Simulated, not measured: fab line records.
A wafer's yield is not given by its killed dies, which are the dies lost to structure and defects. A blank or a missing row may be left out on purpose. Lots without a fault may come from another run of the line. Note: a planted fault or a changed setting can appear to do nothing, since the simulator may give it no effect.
What tool caused it? | flow nand_harc | 12 lots, 36 wafers sampled, at 6 steps of a route of 1159

## WHAT THE GAUGES SHOWED, per wafer
NHARC_P_BONDPAD_THK_MEAS_20: measures by xrf. Usual: 160.4 nm for thk_nm, sd 1.2.
lot  | measured     | on            | thk_nm (nm)       | flag
L941 | day 6 16:47  | film_metro-01 | 158.6 160.6 162.0 |
L943 | day 7 06:03  | film_metro-01 | 162.9 161.3 161.9 |
L942 | day 7 06:51  | film_metro-01 | 161.1 161.8 161.3 |
L945 | day 7 16:35  | film_metro-02 | 159.0 158.8 158.0 |
L946 | day 8 12:04  | film_metro-02 | 160.2 161.2 160.7 |
L948 | day 8 13:03  | film_metro-02 | 161.0 158.1 157.6 |
L947 | day 8 13:31  | film_metro-02 | 160.7 159.5 159.4 |
L951 | day 9 14:37  | film_metro-02 | 162.4 158.1 159.3 |
L952 | day 9 15:32  | film_metro-02 | 160.7 160.8 160.7 |
L958 | day 11 11:35 | film_metro-01 | 159.5 159.8 160.9 |
L960 | day 11 14:29 | film_metro-02 | 160.7 159.5 160.0 |
L963 | day 11 21:55 | film_metro-02 | 159.3 161.1 160.3 |

NHARC_P_BONDPAD_INSPECT_23. Usual: 342 for raw_defect_count, sd 110.
lot  | measured     | on                | raw_defect_count          | flag
L941 | day 6 17:01  | defect_inspect-01 | 268 348 243               |
L943 | day 7 06:17  | defect_inspect-02 | 366 558 417               |
L942 | day 7 07:05  | defect_inspect-02 | 570 322 299               |
L945 | day 7 16:49  | defect_inspect-02 | 570 536 260               |
L946 | day 8 12:16  | defect_inspect-01 | 211 304 270               |
L948 | day 8 13:17  | defect_inspect-01 | 364 416 315               |
L947 | day 8 13:43  | defect_inspect-01 | 680 874 618 674 900 630   | OFF
L951 | day 9 14:50  | defect_inspect-01 | 766 962 1044 784 975 1061 | OFF
L952 | day 9 15:45  | defect_inspect-01 | 171 168 249               |
L958 | day 11 11:49 | defect_inspect-01 | 333 221 429               |
L960 | day 11 14:42 | defect_inspect-02 | 216 279 314               |
L963 | day 11 22:09 | defect_inspect-01 | 383 349 596               |

NHARC_END_SORT_01. Usual: defect_limited_yield 94.9 %, standard deviation 1.7; killed_at_array 31, standard deviation 12; killed_at_other 0.6, standard deviation 0.85; killed_at_periphery 3.0, standard deviation 2.3; killed_dies 35, standard deviation 12; killed_open 3.2, standard deviation 1.9; killed_short 1.8, standard deviation 1.4; sort_bin_2_pct 1.6 %, standard deviation 0.7; sort_bin_3_pct 0.28 %, standard deviation 0.22; sort_bin_4_pct 3.3 %, standard deviation 1.2; sort_n_pass 642, standard deviation 12; sort_rim_yield_pct 97.7 %, standard deviation 1.5; sort_yield_pct 94.9 %, standard deviation 1.7.
lot  | measured     | on        | defect_limited_yield (%) | killed_at_array | killed_at_other | killed_at_periphery | killed_dies | killed_open | killed_short | sort_bin_2_pct (%) | sort_bin_3_pct (%) | sort_bin_4_pct (%) | sort_n_pass | sort_rim_yield_pct (%) | sort_yield_pct (%) | flag
L943 | day 19 13:36 | prober-02 | 97.8 98.1 97.6           | 15 12 14        | 0 0 0           | 0 1 2               | 15 13 16    | 3 1 2       | 2 2 3        | 0.7 0.6 0.6        | 0 0.15 0           | 1.5 1.2 1.8        | 662 664 661 | 98.1 98.1 99.1         | 97.8 98.1 97.6     |
L942 | day 20 06:02 | prober-01 | 94.5 95.3 92.8           | 35 29 48        | 0 0 0           | 2 3 1               | 37 32 49    | 2 4 3       | 0 2 2        | 1.9 1.3 2.2        | 0.59 0.15 0.30     | 3.0 3.2 4.7        | 640 645 628 | 99.1 95.3 99.1         | 94.5 95.3 92.8     |
L945 | day 19 13:35 | prober-01 | 97.6 97.3 98.5           | 11 16 7         | 0 0 0           | 5 2 3               | 16 18 10    | 3 3 1       | 2 2 4        | 0.4 1.0 0.3        | 0.30 0.15 0        | 1.6 1.5 1.2        | 661 659 667 | 97.2 98.1 99.1         | 97.6 97.3 98.5     |
L947 | day 22 01:41 | prober-01 | 49.0 49.0 50.4           | 27 26 29        | 0 0 0           | 318 319 307         | 345 345 336 | 0 3 1       | 0 2 2        | 19.2 18.5 16.2     | 3.69 3.99 2.95     | 28.1 28.5 30.4     | 332 332 341 | 47.2 50.9 51.9         | 49.0 49.0 50.4     | OFF
L951 | day 22 13:43 | prober-02 | 47.4 50.5 49.9           | 40 36 34        | 0 0 0           | 316 299 305         | 356 335 339 | 3 3 2       | 1 0 3        | 17.1 16.4 17.3     | 4.28 3.84 3.10     | 31.2 29.2 29.7     | 321 342 338 | 50.9 52.8 60.4         | 47.4 50.5 49.9     | OFF
L960 | day 24 00:21 | prober-01 | 92.8 94.2 95.4           | 42 36 26        | 0 0 1           | 7 3 4               | 49 39 31    | 6 4 6       | 3 0 1        | 3.2 1.2 0.6        | 0.30 0.30 0        | 3.7 4.3 4.0        | 628 638 646 | 96.2 96.2 96.2         | 92.8 94.2 95.4     |

## WHAT TOOL EACH LOT RAN ON (gives the tool, then ch and the chambers of the sampled wafers, and finally the start)
lot  | NHARC_P_BONDPAD_DEGAS_25     | NHARC_P_BONDPAD_ANNEAL_28        | NHARC_P_BONDPAD_CMP_19
L941 | pvd_sputter-02, day 6 15:22  | rtp_anneal-02 ch 0, day 6 16:07  | cmp-04 ch 0,2,3, day 6 16:27
L943 | pvd_sputter-03, day 7 04:37  | rtp_anneal-01 ch 0, day 7 05:23  | cmp-03 ch 1,2,3, day 7 05:47
L942 | pvd_sputter-03, day 7 05:22  | rtp_anneal-01 ch 0, day 7 06:14  | cmp-03 ch 0,1,2, day 7 06:34
L945 | pvd_sputter-03, day 7 15:11  | rtp_anneal-02 ch 0, day 7 15:56  | cmp-03 ch 0,2,3, day 7 16:18
L946 | pvd_sputter-02, day 8 10:38  | rtp_anneal-02 ch 0, day 8 11:26  | cmp-03 ch 2,3, day 8 11:46
L948 | pvd_sputter-01, day 8 11:38  | rtp_anneal-01 ch 0, day 8 12:23  | cmp-03 ch 1,2,3, day 8 12:47
L947 | pvd_sputter-03, day 8 12:07  | rtp_anneal-01 ch 0, day 8 12:51  | cmp-03 ch 0,3, day 8 13:14
L951 | pvd_sputter-03, day 9 13:11  | rtp_anneal-02 ch 0, day 9 14:00  | cmp-03 ch 0,2,3, day 9 14:22
L952 | pvd_sputter-02, day 9 14:08  | rtp_anneal-01 ch 0, day 9 14:55  | cmp-04 ch 1,2,3, day 9 15:18
L958 | pvd_sputter-03, day 11 09:56 | rtp_anneal-01 ch 0, day 11 10:56 | cmp-04 ch 0,1,2, day 11 11:22
L960 | pvd_sputter-01, day 11 13:04 | rtp_anneal-02 ch 0, day 11 13:52 | cmp-02 ch 2,3, day 11 14:11
L963 | pvd_sputter-01, day 11 20:27 | rtp_anneal-01 ch 0, day 11 21:21 | cmp-03 ch 0,1,3, day 11 21:39
- NHARC_P_BONDPAD_DEGAS_25: time 60 s.
- NHARC_P_BONDPAD_ANNEAL_28: time 90 s.
- NHARC_P_BONDPAD_CMP_19: polishes, t overpolish 30 s, cu recess touch 16 s, target thk 160.81 nm.

## AS READ BY THE TOOLS THEMSELVES (means over the sampled wafers that have a number; for cases with no such wafer, the mark the record gives instead)
NHARC_P_BONDPAD_DEGAS_25. Usual: 457 W for heater_power_w, sd 48.
lot  | tool           | heater_power_w (W) | flag
L941 | pvd_sputter-02 | 519                |
L943 | pvd_sputter-03 | 437                |
L942 | pvd_sputter-03 | 435                |
L945 | pvd_sputter-03 | 414                |
L946 | pvd_sputter-02 | 497                |
L948 | pvd_sputter-01 | 419                |
L947 | pvd_sputter-03 | 458                |
L951 | pvd_sputter-03 | 407                |
L952 | pvd_sputter-02 | 523                |
L958 | pvd_sputter-03 | 406                |
L960 | pvd_sputter-01 | 450                |
L963 | pvd_sputter-01 | 435                |

NHARC_P_BONDPAD_ANNEAL_28. Usual: anneal_temp_c_max 226.3, standard deviation 0.41; wafer_temp_C_max 226.6, standard deviation 0.39.
lot  | tool          | anneal_temp_c_max | wafer_temp_C_max | flag
L941 | rtp_anneal-02 | 226.6             | 226.6            |
L943 | rtp_anneal-01 | 225.8             | 226.2            |
L942 | rtp_anneal-01 | 226.2             | 226.0            |
L945 | rtp_anneal-02 | 226.6             | 227.0            |
L946 | rtp_anneal-02 | 226.7             | 226.9            |
L948 | rtp_anneal-01 | 225.9             | 226.6            |
L947 | rtp_anneal-01 | 226.0             | 226.7            |
L951 | rtp_anneal-02 | 226.8             | 226.7            |
L952 | rtp_anneal-01 | 226.1             | 226.6            |
L958 | rtp_anneal-01 | 226.0             | 226.4            |
L960 | rtp_anneal-02 | 226.6             | 227.2            |
L963 | rtp_anneal-01 | 226.2             | 226.3            |

NHARC_P_BONDPAD_CMP_19. Usual: motor_current_A 11.9 A, standard deviation 1.2; overpolish_run_s 30.000 s, standard deviation 0.0096.
lot  | tool   | motor_current_A (A) | overpolish_run_s (s) | flag
L941 | cmp-04 | 10.8                | 30.005               |
L943 | cmp-03 | 12.3                | 29.998               |
L942 | cmp-03 | 13.0                | 30.003               |
L945 | cmp-03 | 13.1                | 30.001               |
L946 | cmp-03 | 12.6                | 30.002               |
L948 | cmp-03 | 13.0                | 30.008               |
L947 | cmp-03 | 13.8                | 29.998               |
L951 | cmp-03 | 12.9                | 29.991               |
L952 | cmp-04 | 11.0                | 30.008               |
L958 | cmp-04 | 10.7                | 30.002               |
L960 | cmp-02 | 11.7                | 30.014               |
L963 | cmp-03 | 12.9                | 29.995               |

## THE ANSWER, worked out from the rows above alone
Rule: a lot counts as off when the mean over its wafers that have a number is more than 3 standard deviations away from the usual mean. Also off: a lot with no number at a reading for which 4 or more lots have one. All remaining lots with rows at the step are treated as sound. After the gauges, taken in route order, come the tools' own readings; for these a lot's mean is taken, as printed above. At the first step where some lot is off, the reading lying furthest off is the one used; lots without a number count as furthest.
Off, at NHARC_P_BONDPAD_INSPECT_23 on raw_defect_count: L947, L951.
If a tool, at a process step before that reading, ran all the lots that are off and no sound lot after the first of them, it fits. Not tried: the gauges at NHARC_P_BONDPAD_INSPECT_23; whatever is off there is also off at NHARC_END_SORT_01, on other tools, and gauge error can't account for it. None of those tried fits.

## WHAT THE SIMULATOR HAD INSERTED
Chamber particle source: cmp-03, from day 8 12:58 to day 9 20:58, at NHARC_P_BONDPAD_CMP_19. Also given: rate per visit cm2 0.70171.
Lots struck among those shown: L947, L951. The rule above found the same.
